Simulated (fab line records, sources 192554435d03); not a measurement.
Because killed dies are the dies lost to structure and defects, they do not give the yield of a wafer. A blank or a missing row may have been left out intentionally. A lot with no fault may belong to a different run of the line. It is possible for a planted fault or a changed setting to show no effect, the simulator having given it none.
fab line records    flow n5Finfet
record: lots: 7  wafers: 21
route steps=1938 shown DUMMY_GATE@224 SD_EPI_N@278 SD_ACTIVATION@330 SDB@361 HKMG_FIN@423 GATE_CUT@501 MOL_CONTACT_COAG@563
startH: hours from the record's first day to the start of the lot's first wafer shown    waitH: time in hours since the lot's previous step    " repeats the value in the row above    L1.1+2: a single row standing in for several wafers    - no value, or no start given    * or withheld: withheld    < > ~ a bound
route shown NAME@n: names a module that has steps shown in the file, with the first one's number in the route    usual: mean/standard deviation taken from wafers without a fault    same: alike in all rows    chamber/n: place in a boat    sites: each site's reading    _std_site: the standard deviation of these    _edge_site: mean of outer sites minus mean of inner sites    radiusMm: how far each site lies from the wafer's centre    mask NAME#n: copy n    behind: the tool/chamber that last shaped the wafer    hold: what put the lot on hold/how long, in hours/how the hold closed    device: transistor that didn't switch, given as n, p or np    end of line: the tests these same wafers got at the end of their route    for a step that has no rows: nothing shown but its recipe    killed: count of dies lost to structure and defects at first sort (not the wafer's yield)    map: a wafer's dies, x killed, . not, _ none there
set.NAME: setting as actually run; set.NAME@STEP: the setting as run at that earlier step    model.NAME: the simulator's own value behind a step, which no gauge read
lots whose settings were changed on purpose; a table a step, a row a wafer
== steps ==
step: N5_DUMMY_GATE_COAT_28
recipe: resist: underlayer  tempC: 205  timeS: 60  spinRpm: 1500  resistThkNm: 10
lot.wafer   tool           chamber  startH  waitH  set.spinRpm  model.underlayer_of_DUMMY_GATE_COAT_28.thkNm
L074.1+3+4  lithoTrack-01  0        -       -      1500         10
L078.1+2    lithoTrack-03  0        -       -      1577         9.8
L078.5      "              0        "       "      1500         10
L079.1      lithoTrack-03  0        -       -      1364         10.4
L079.3+4    "              0        "       "      1500         10
L084.1+2+4  lithoTrack-03  0        -       -      1500         10
L085.3+4+5  lithoTrack-01  0        -       -      1500         10
L086.1      lithoTrack-01  0        -       -      1649         9.6
L086.3+5    "              0        "       "      1500         10
L089.3      lithoTrack-02  0        -       -      1610         9.6
L089.5+6    "              0        "       "      1500         10
step: N5_DUMMY_GATE_COAT_09
recipe: resist: CAR-EUV  spinRpm: 1500  resistThkNm: 30
step: N5_DUMMY_GATE_EBR_11
recipe: solvent: PGMEA  ebrWidthMm: 1.5
step: N5_DUMMY_GATE_ETCH_29
recipe: chemistry: N2/H2  target: underlayer  targetDepthA: 130  ionEnergyEv: 200  pressureMtorr: 30  sourceW: 840  biasW: 150  n2FlowSccm: 200  h2FlowSccm: 200
step: N5_DUMMY_GATE_ETCH_36
recipe: chemistry: CF4  target: SiARC  targetDepthA: 130  pressureMtorr: 40  sourceW: 545  biasW: 36  Ar_flow_sccm: 100  cf4FlowSccm: 100  ionEnergyEv: 80
step: N5_DUMMY_GATE_ETCH_37
recipe: chemistry: N2/H2  target: SOC  targetDepthA: 600  overetchA: 300  tempC: 40  ionEnergyEv: 200  pressureMtorr: 30  sourceW: 840  biasW: 150  n2FlowSccm: 200  h2FlowSccm: 200
lot.wafer  tool        chamber  startH  waitH  set.spinRpm@DUMMY_GATE_COAT_34  model.etch.depthNm
L074.1     rieDiel-02  2        45.91   0.0    1500                            60.17
L074.3     "           0        "       "      1500                            60.26
L074.4     "           1        "       "      1500                            60.22
L078.1     rieDiel-04  2        70.34   0.0    1640                            57.34
L078.2     "           0        "       "      1640                            57.25
L078.5     "           2        "       "      1500                            60.03
L079.1     rieDiel-04  3        74.47   0.0    1500                            59.94
L079.3     "           0        "       "      1500                            60.03
L079.4     "           0        "       "      1500                            59.97
L084.1     rieDiel-05  0        108.70  0.0    1500                            60.04
L084.2     "           2        "       "      1457                            61.05
L084.4     "           2        "       "      1457                            60.95
L085.3     rieDiel-04  0        116.51  0.0    1417                            61.86
L085.4     "           1        "       "      1417                            61.88
L085.5     "           0        "       "      1500                            60.14
L086.1+5   rieDiel-05  1,2      120.41  0.0    1378                            62.58
L086.3     "           0        "       "      1378                            62.7
L089.3     rieDiel-05  2        137.03  0.0    1500                            60.18
L089.5     "           3        "       "      1500                            60.08
L089.6     "           2        "       "      1383                            62.59
step: N5_DUMMY_GATE_STRIP_38
recipe: chemistry: N2/H2  tempC: 40  n2FlowSccm: 200  h2FlowSccm: 200  rfFrequencyHz: 6e+07
step: N5_DUMMY_GATE_STRIP_39
recipe: chemistry: N2/H2  tempC: 40  n2FlowSccm: 200  h2FlowSccm: 200  rfFrequencyHz: 6e+07
step: N5_DUMMY_GATE_STRIP_40
recipe: chemistry: CF4  resist: SiARC  powerW: 300  biasPowerW: 75  pressureMtorr: 50  cf4FlowSccm: 150  rfFrequencyHz: 6e+07
step: N5_DUMMY_GATE_ETCH_31
recipe: chemistry: C4F6/O2  target: SiO2  maskMaterial: SOC  targetDepthA: 825  timeS: 27.5  ionEnergyEv: 250  pressureMtorr: 30  sourceW: 345  biasW: 185  Ar_flow_sccm: 300  C4F6_flow_sccm: 10  O2_flow_sccm: 10
lot.wafer  tool        chamber  startH  waitH  set.spinRpm@DUMMY_GATE_COAT_34  model.SOC_of_DUMMY_GATE_COAT_34.thkNm
L074.1     rieDiel-04  3        46.47   0.2    1500                            51.8
L074.3+4   "           0,2      "       "      1500                            52
L078.1     rieDiel-05  3        70.62   0.0    1640                            49
L078.2     "           2        "       "      1640                            49.2
L078.5     "           2        "       "      1500                            52
L079.1     rieDiel-05  0        74.79   0.1    1500                            51.6
L079.3     "           2        "       "      1500                            52
L079.4     "           1        "       "      1500                            51.8
L084.1     rieDiel-04  2        108.98  0.0    1500                            51.6
L084.2     "           1        "       "      1457                            52.6
L084.4     "           0        "       "      1457                            52.8
L085.3     rieDiel-02  1        116.80  0.1    1417                            53.8
L085.4     "           2        "       "      1417                            53.4
L085.5     "           3        "       "      1500                            52
L086.1+3   rieDiel-04  3,2      120.69  0.0    1378                            54.2
L086.5     "           0        "       "      1378                            54.4
L089.3     rieDiel-05  0        137.31  0.0    1500                            51.8
L089.5     "           2        "       "      1500                            52.2
L089.6     "           3        "       "      1383                            54.4
step: N5_SD_EPI_N_ETCH_45
recipe: chemistry: CH3F/O2  target: SiOCN  targetDepthA: 60  maskMaterial: SOC  ionEnergyEv: 60  biasW: 29  pressureMtorr: 15  sourceW: 410  Ar_flow_sccm: 150  CH3F_flow_sccm: 30  O2_flow_sccm: 20
lot.wafer  tool        chamber  startH  waitH  set.targetDepthA  model.etch.depthNm
L074.1     rieDiel-03  2        48.71   0.1    60                5.925
L074.3     "           0        "       "      60                6.045
L074.4     "           1        "       "      60                5.955
L078.1     rieDiel-03  0        72.84   0.1    60                6.043
L078.2     "           3        "       "      60                5.88
L078.5     "           3        "       "      56.42             5.593
L079.1     rieDiel-06  1        77.12   0.1    60                6
L079.3     "           3        "       "      60                5.987
L079.4     "           2        "       "      63.6              6.6
L084.1     rieDiel-01  0        113.10  0.1    60                6.083
L084.2     "           2        "       "      56.82             5.621
L084.4     "           1        "       "      56.82             5.559
L085.3     rieDiel-06  3        120.23  0.1    60                6.032
L085.4     "           2        "       "      57.62             5.928
L085.5     "           3        "       "      57.62             5.772
L086.1     rieDiel-06  1        123.24  0.1    64.83             6.55
L086.3     "           0        "       "      60                6.025
L086.5     "           3        "       "      64.83             6.598
L089.3     rieDiel-03  3        140.10  0.1    60                6.043
L089.5     "           3        "       "      60                6.038
L089.6     "           2        "       "      60                5.929
step: N5_SD_EPI_N_EPI_21
recipe: material: Si:P  dopant: P  tempC: 680  pressureTorr: 255  timeS: 690
lot.wafer  tool         chamber  startH  waitH  set.tempC  model.Si-P_of_SD_EPI_N_EPI_21.thkNm
L074.1     epiRpcvd-03  0        49.87   0.1    680        60
L074.3     "            0        "       "      680        58.4
L074.4     "            0        "       "      680        59.4
L078.1     epiRpcvd-03  0        74.00   0.1    680        59.4
L078.2     "            0        "       "      684.7      64.2
L078.5     "            0        "       "      684.7      63.8
L079.1     epiRpcvd-03  0        78.28   0.1    680        59.8
L079.3     "            0        "       "      680        58.2
L079.4     "            0        "       "      680        58.6
L084.1+2   epiRpcvd-03  0        114.28  0.1    680        60
L084.4     "            0        "       "      675.3      54.8
L085.3     epiRpcvd-03  0        121.95  0.7    680        60
L085.4     "            0        "       "      680        59
L085.5     "            0        "       "      680        59.8
L086.1     epiRpcvd-01  0        124.58  0.2    680        58.4
L086.3     "            0        "       "      680        58.2
L086.5     "            0        "       "      682.5      60.4
L089.3+6   epiRpcvd-01  0        141.82  0.7    684.1      63.2
L089.5     "            0        "       "      680        59
step: N5_SD_EPI_N_EPI_MEAS_23
recipe: mode: xrd
usual: thkNm: 59.0/1.2
lot.wafer  tool          chamber  startH  waitH  set.tempC@SD_EPI_N_EPI_21  thkNm
L074.1     filmMetro-02  -        51.60   1.5    680                        61.4
L074.3     "             -        "       "      680                        59.5
L074.4     "             -        "       "      680                        60.3
L078.1     filmMetro-02  -        75.71   1.4    680                        60.1
L078.2     "             -        "       "      684.7                      64.8
L078.5     "             -        "       "      684.7                      62.5
L079.1     filmMetro-02  -        80.00   1.4    680                        59.2
L079.3     "             -        "       "      680                        57.1
L079.4     "             -        "       "      680                        59.0
L084.1     filmMetro-02  -        116.02  1.5    680                        59.4
L084.2     "             -        "       "      680                        60.1
L084.4     "             -        "       "      675.3                      55.1
L085.3     filmMetro-02  -        123.11  0.9    680                        60.7
L085.4     "             -        "       "      680                        58.6
L085.5     "             -        "       "      680                        60.0
L086.1     filmMetro-02  -        126.87  1.9    680                        57.8
L086.3     "             -        "       "      680                        58.1
L086.5     "             -        "       "      682.5                      62.3
L089.3     filmMetro-02  -        143.00  0.9    684.1                      63.7
L089.5     "             -        "       "      680                        59.5
L089.6     "             -        "       "      684.1                      64.4
step: N5_SD_EPI_N_PRECLEAN_24
recipe: chemistry: O3/DIW  timeS: 60  tempC: 22  o3Ppm: 10
lot.wafer  tool         chamber  startH  waitH  set.tempC@SD_EPI_N_EPI_21  model.Si-P_of_SD_EPI_N_EPI_21.thkNm
L074.1     wetBench-06  5        51.70   0.1    680                        59.6
L074.3     "            3        "       "      680                        58
L074.4     "            6        "       "      680                        59
L078.1     wetBench-06  0        75.75   0.0    680                        59
L078.2     "            3        "       "      684.7                      63.8
L078.5     "            1        "       "      684.7                      63.4
L079.1     wetBench-05  0        80.04   0.0    680                        59.4
L079.3     "            1        "       "      680                        57.8
L079.4     "            2        "       "      680                        58.2
L084.1+2   wetBench-05  4,2      116.05  0.0    680                        59.6
L084.4     "            5        "       "      675.3                      54.6
L085.3+5   wetBench-06  4,5      123.15  0.0    680                        59.4
L085.4     "            1        "       "      680                        58.6
L086.1     wetBench-06  3        126.91  0.0    680                        58
L086.3     "            4        "       "      680                        57.8
L086.5     "            2        "       "      682.5                      60
L089.3+6   wetBench-03  2,3      143.03  0.0    684.1                      62.8
L089.5     "            5        "       "      680                        58.6
step: N5_SD_EPI_N_SRD_25
recipe: timeS: 30  tempC: 23  rinseLiquid: diw  dry: ipaMarangoni
step: N5_SD_EPI_N_PRECLEAN_49
recipe: chemistry: NF3:NH3  afsCycles: 1  tempC: 30  timeS: 20  sublimationTempC: 180  sublimationTimeS: 60  pressureTorr: 3  rfPowerW: 30
step: N5_SD_ACTIVATION_RTA_00
recipe: tempC: 975  timeS: 0  ambient: N2  idleTempC: 600  rampUpCPerS: 150  rampDownCPerS: 60  coolToC: 600
step: N5_SD_ACTIVATION_LSA_01
recipe: tempC: 1080  timeS: 0.0008  ambient: N2
step: N5_SD_ACTIVATION_RS_MEAS_03
recipe: thkMeasGauge: four-point-probe
usual: RS_SD_N: 21.9/0.31  RS_SD_P: 56.4/0.91
lot.wafer  tool          chamber  startH  waitH  set.tempC@SD_EPI_N_EPI_21  RS_SD_N[ohm/sq]  RS_SD_P[ohm/sq]
L074.1     filmMetro-01  -        56.73   0.2    680                        21.6             56.7
L074.3     "             -        "       "      680                        22.2             56.0
L074.4     "             -        "       "      680                        21.8             56.4
L078.1     filmMetro-01  -        80.91   0.2    680                        21.9             57.4
L078.2     "             -        "       "      684.7                      20.4             58.3
L078.5     "             -        "       "      684.7                      20.2             56.8
L079.1     filmMetro-02  -        86.27   0.2    680                        21.3             56.7
L079.3     "             -        "       "      680                        22.0             57.1
L079.4     "             -        "       "      680                        21.9             56.3
L084.1     filmMetro-02  -        122.20  0.2    680                        21.6             57.8
L084.2     "             -        "       "      680                        21.4             57.5
L084.4     "             -        "       "      675.3                      23.4             57.3
L085.3     filmMetro-01  -        128.47  0.2    680                        21.4             56.9
L085.4     "             -        "       "      680                        21.9             57.4
L085.5     "             -        "       "      680                        21.5             57.5
L086.1     filmMetro-01  -        132.29  0.2    680                        21.9             57.6
L086.3     "             -        "       "      680                        22.1             56.6
L086.5     "             -        "       "      682.5                      21.4             56.5
L089.3     filmMetro-02  -        148.12  0.2    684.1                      20.4             56.9
L089.5     "             -        "       "      680                        21.8             57.3
L089.6     "             -        "       "      684.1                      20.2             55.7
step: N5_SDB_ETCH_18
recipe: chemistry: N2/H2  target: SOC  targetDepthA: 1000  overetchA: 200  maskMaterial: SiARC  tempC: 40  timeS: 150  ionEnergyEv: 200  pressureMtorr: 30  sourceW: 840  biasW: 150  n2FlowSccm: 200  h2FlowSccm: 200
usual: rfVppV: 524.1/2.4
lot.wafer  tool        chamber  startH  waitH  set.sourceW  rfVppV
L074.1     rieDiel-01  0        64.61   0.0    840          522.9
L074.3     "           1        "       "      840          523.3
L074.4     "           3        "       "      840          527.0
L078.1     rieDiel-06  0        88.82   0.0    840          526.5
L078.2     "           2        "       "      840          521.0
L078.5     "           0        "       "      840          528.2
L079.1     rieDiel-01  1        94.01   0.0    840          523.2
L079.3     "           3        "       "      939.4        507.6
L079.4     "           2        "       "      840          528.2
L084.1     rieDiel-06  0        129.45  0.0    840          526.5
L084.2     "           2        "       "      957.3        500.5
L084.4     "           3        "       "      957.3        500.0
L085.3     rieDiel-06  3        135.57  0.0    930.2        504.8
L085.4     "           2        "       "      930.2        503.9
L085.5     "           1        "       "      840          523.4
L086.1     rieDiel-06  3        139.43  0.0    840          521.3
L086.3     "           2        "       "      840          521.1
L086.5     "           3        "       "      840          522.2
L089.3     rieDiel-01  2        155.36  0.0    840          528.0
L089.5     "           2        "       "      840          527.1
L089.6     "           0        "       "      950.2        501.8
step: N5_HKMG_FIN_COAT_30
recipe: resist: SiARC  tempC: 220  timeS: 60  spinRpm: 1500  resistThkNm: 35
lot.wafer   tool           chamber  startH  waitH  set.spinRpm  model.SiARC_of_HKMG_FIN_COAT_30.thkNm
L074.1+4    lithoTrack-05  0        -       -      1500         35
L074.3      "              0        "       "      1500         34.8
L078.1+2+5  lithoTrack-01  0        -       -      1500         35
L079.1+4    lithoTrack-04  0        -       -      1500         35
L079.3      "              0        "       "      1425         36
L084.1      lithoTrack-01  0        -       -      1500         35
L084.2      "              0        "       "      1500         34.8
L084.4      "              0        "       "      1583         34
L085.3+5    lithoTrack-01  0        -       -      1500         35
L085.4      "              0        "       "      1500         34.8
L086.1+3+5  lithoTrack-05  0        -       -      1500         35
L089.3+5+6  lithoTrack-01  0        -       -      1500         35
step: N5_HKMG_FIN_PEB_10
recipe: pebTempC: withheld  pebTimeS: 60  resist: CAR-ArF
lot.wafer   tool           chamber  startH  waitH  set.pebTimeS
L074.1+3+4  lithoTrack-01  0        73.60   0.1    60
L078.1      lithoTrack-04  0        97.64   0.1    56.38
L078.2+5    "              0        "       "      60
L079.1+3+4  lithoTrack-01  0        102.64  0.1    60
L084.1+2    lithoTrack-05  0        137.81  0.1    67.26
L084.4      "              0        "       "      60
L085.3+4+5  lithoTrack-05  0        144.61  0.0    60
L086.1+3+5  lithoTrack-01  0        148.25  0.1    60
L089.3+5    lithoTrack-05  0        164.14  0.0    55.81
L089.6      "              0        "       "      60
step: N5_HKMG_FIN_DEVELOP_11
recipe: developTimeS: 30  developer: TMAH  resist: CAR-ArF  devTempC: 23  rinseLiquid: diw  dry: airSpin
step: N5_HKMG_FIN_CD_MEAS_12
recipe: targetCdNm: 92.8  landingEnergyEv: 500  detector: seInlens
usual: cdNm: 91.9/0.71
lot.wafer  tool      chamber  startH  waitH  set.pebTimeS@HKMG_FIN_PEB_10  cdNm
L074.1     cdSem-03  0        73.66   -      60                            92.2
L074.3     "         0        "       "      60                            91.7
L074.4     "         0        "       "      60                            91.7
L078.1     cdSem-03  0        97.71   -      56.38                         90.1
L078.2     "         0        "       "      60                            91.8
L078.5     "         0        "       "      60                            92.8
L079.1     cdSem-03  0        102.71  -      60                            91.4
L079.3     "         0        "       "      60                            91.4
L079.4     "         0        "       "      60                            91.7
L084.1     cdSem-03  0        137.87  -      67.26                         95.4
L084.2     "         0        "       "      67.26                         95.6
L084.4     "         0        "       "      60                            90.3
L085.3     cdSem-02  0        144.68  -      60                            91.7
L085.4     "         0        "       "      60                            91.3
L085.5     "         0        "       "      60                            91.7
L086.1     cdSem-03  0        148.32  -      60                            91.5
L086.3     "         0        "       "      60                            90.7
L086.5     "         0        "       "      60                            91.7
L089.3     cdSem-01  0        164.21  -      55.81                         89.0
L089.5     "         0        "       "      55.81                         88.5
L089.6     "         0        "       "      60                            91.9
step: N5_HKMG_FIN_DESCUM_17
recipe: chemistry: O2  timeS: 7.9  sourcePowerW: 50  biasPowerW: 20  pressureMtorr: 20  rfFrequencyHz: 2.712e+07  tempC: 40  resist: CAR-ArF  o2FlowSccm: 225
step: N5_HKMG_FIN_ETCH_31
recipe: chemistry: CF4  target: SiARC  targetDepthA: 455  maskMaterial: CAR-ArF  timeS: 75.8  ionEnergyEv: 80  pressureMtorr: 40  sourceW: 545  biasW: 36  Ar_flow_sccm: 100  cf4FlowSccm: 100  ends: cleared
lot.wafer  tool        chamber  startH  waitH  set.spinRpm@HKMG_FIN_COAT_30  model.CAR-ArF_of_HKMG_FIN_COAT_06.thkNm  model.etch.depthNm
L074.1     rieDiel-03  3        73.94   0.0    1500                          50.6                                     35.07
L074.3     "           1        "       "      1500                          50.8                                     34.9
L074.4     "           0        "       "      1500                          50.4                                     35.04
L078.1     rieDiel-06  2        98.62   0.0    1500                          50.8                                     35.04
L078.2     "           3        "       "      1500                          51.2                                     35.08
L078.5     "           2        "       "      1500                          50.8                                     35.07
L079.1     rieDiel-06  0        102.83  0.0    1500                          51.2                                     35.1
L079.3     "           1        "       "      1425                          50.2                                     36.01
L079.4     "           3        "       "      1500                          51.2                                     35.07
L084.1     rieDiel-03  2        138.00  0.0    1500                          50.6                                     35.05
L084.2     "           0        "       "      1500                          50.8                                     34.87
L084.4     "           2        "       "      1583                          51.8                                     33.93
L085.3     rieDiel-01  2        144.95  0.0    1500                          50.8                                     34.98
L085.4     "           1        "       "      1500                          50.8                                     34.86
L085.5     "           3        "       "      1500                          50.6                                     34.97
L086.1+3   rieDiel-03  0,2      148.61  0.0    1500                          51.2                                     35.05
L086.5     "           2        "       "      1500                          51                                       35.07
L089.3     rieDiel-03  0        164.33  0.0    1500                          51                                       34.97
L089.5     "           2        "       "      1500                          51                                       34.91
L089.6     "           1        "       "      1500                          51.2                                     34.95
step: N5_GATE_CUT_CUT_ETCH_54
recipe: chemistry: Cl2/BCl3  target: TiN  maskMaterial: SiO2  targetDepthA: 967  pressureMtorr: 10  icpW: 1000  biasW: 126  Cl2_flow_sccm: 53.25  bcl3FlowSccm: 21.75  Ar_flow_sccm: 25  ends: cleared
usual: etchRfOnTimeS: 37.1/0.76
lot.wafer  tool         chamber  startH  waitH  set.icpW  etchRfOnTimeS
L074.1     rieMetal-01  0        82.88   0.0    1000      37.1
L074.3     "            1        "       "      1000      37.8
L074.4     "            0        "       "      1000      37.1
L078.1     rieMetal-01  1        107.33  0.0    1000      38.2
L078.2     "            0        "       "      1000      37.2
L078.5     "            0        "       "      1000      37.5
L079.1     rieMetal-02  1        111.96  0.0    920.4     39.5
L079.3     "            1        "       "      1000      37.1
L079.4     "            0        "       "      1000      37.0
L084.1     rieMetal-02  0        147.17  0.0    1000      37.1
L084.2     "            1        "       "      825.1     43.5
L084.4     "            1        "       "      825.1     43.2
L085.3     rieMetal-03  0        153.73  0.0    1000      35.6
L085.4     "            1        "       "      1000      36.1
L085.5     "            1        "       "      1000      36.6
L086.1     rieMetal-02  0        157.74  0.0    1000      36.5
L086.3     "            1        "       "      1000      36.2
L086.5     "            0        "       "      1139      32.5
L089.3     rieMetal-01  0        173.52  0.0    1000      37.5
L089.5     "            0        "       "      1000      37.1
L089.6     "            1        "       "      1000      38.6
step: N5_MOL_CONTACT_COAG_PECVD_31
recipe: material: SiO2  targetThkA: 460  tempC: 400  precursor: TEOS/O2  pressureTorr: 6.5  rfW: withheld  teosFlowSccm: withheld  gas: O2  flowSccm: 2650  timeS: 8.9
lot.wafer  tool      chamber  startH  waitH  set.tempC  model.SiO2_of_MOL_CONTACT_COAG_PECVD_31.thkNm
L074.1     pecvd-02  2        95.15   0.3    400        44.6
L074.3     "         0        "       "      400        45.6
L074.4     "         1        "       "      400        46.6
L078.1     pecvd-03  2        120.42  0.3    400        45.2
L078.2     "         1        "       "      409.8      43.4
L078.5     "         2        "       "      400        46.4
L079.1+4   pecvd-03  1,2      123.11  0.3    400        46.6
L079.3     "         2        "       "      400        46
L084.1+4   pecvd-01  1        159.58  0.3    405.2      44.2
L084.2     "         0        "       "      405.2      44
L085.3     pecvd-03  0        167.43  0.3    400        45.4
L085.4     "         2        "       "      392.6      48.4
L085.5     "         1        "       "      400        46.8
L086.1+5   pecvd-01  2,0      170.74  0.3    400        45.4
L086.3     "         1        "       "      414.7      40.8
L089.3     pecvd-02  2        191.99  0.3    400        45
L089.5     "         2        "       "      400        45.8
L089.6     "         1        "       "      400        46.2
== key ==
split: step: N5_DUMMY_GATE_COAT_28  setting: spinRpm  stated: 1500  by: wafer
response: step: N5_DUMMY_GATE_COAT_28  reading: model.underlayer_of_DUMMY_GATE_COAT_28.thkNm  change: -0.0443  per: 1%  r: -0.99
split: step: N5_SD_EPI_N_ETCH_45  setting: targetDepthA  stated: 60  by: wafer
response: step: N5_SD_EPI_N_ETCH_45  reading: model.etch.depthNm  change: +0.0754  per: 1%  r: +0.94
split: step: N5_SD_EPI_N_EPI_21  setting: tempC  stated: 680  by: wafer
response: step: N5_SD_EPI_N_EPI_21  reading: model.Si-P_of_SD_EPI_N_EPI_21.thkNm  change: +6.93  per: 1%  r: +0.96
response: step: N5_SD_EPI_N_EPI_MEAS_23  reading: thkNm  change: *  per: 1%  r: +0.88
response: step: N5_SD_EPI_N_PRECLEAN_24  reading: model.Si-P_of_SD_EPI_N_EPI_21.thkNm  change: +6.84  per: 1%  r: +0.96
response: step: N5_SD_ACTIVATION_RS_MEAS_03  reading: RS_SD_N  change: -2.46  per: 1%  r: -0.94
split: step: N5_SDB_ETCH_18  setting: sourceW  stated: 840  by: wafer
response: step: N5_SDB_ETCH_18  reading: rfVppV  change: -1.8  per: 1%  r: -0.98
split: step: N5_HKMG_FIN_COAT_30  setting: spinRpm  stated: 1500  by: wafer
response: step: N5_HKMG_FIN_COAT_30  reading: model.SiARC_of_HKMG_FIN_COAT_30.thkNm  change: -0.179  per: 1%  r: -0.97
response: step: N5_HKMG_FIN_ETCH_31  reading: model.CAR-ArF_of_HKMG_FIN_COAT_06.thkNm  change: +0.199  per: 1%  r: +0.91
response: step: N5_HKMG_FIN_ETCH_31  reading: model.etch.depthNm  change: -0.185  per: 1%  r: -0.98
split: step: N5_HKMG_FIN_PEB_10  setting: pebTimeS  stated: 60  by: wafer
response: step: N5_HKMG_FIN_CD_MEAS_12  reading: cdNm  change: +0.421  per: 1%  r: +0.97
split: step: N5_GATE_CUT_CUT_ETCH_54  setting: icpW  stated: 1000  by: wafer
response: step: N5_GATE_CUT_CUT_ETCH_54  reading: etchRfOnTimeS  change: *  per: 1%  r: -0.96
split: step: N5_MOL_CONTACT_COAG_PECVD_31  setting: tempC  stated: 400  by: wafer
response: step: N5_MOL_CONTACT_COAG_PECVD_31  reading: model.SiO2_of_MOL_CONTACT_COAG_PECVD_31.thkNm  change: -1.18  per: 1%  r: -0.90
split outsideThisFile step=N5_DUMMY_GATE_COAT_34 setting=spinRpm
split outsideThisFile: this setting was split too, and the file shows its column; the key of that split is in another file
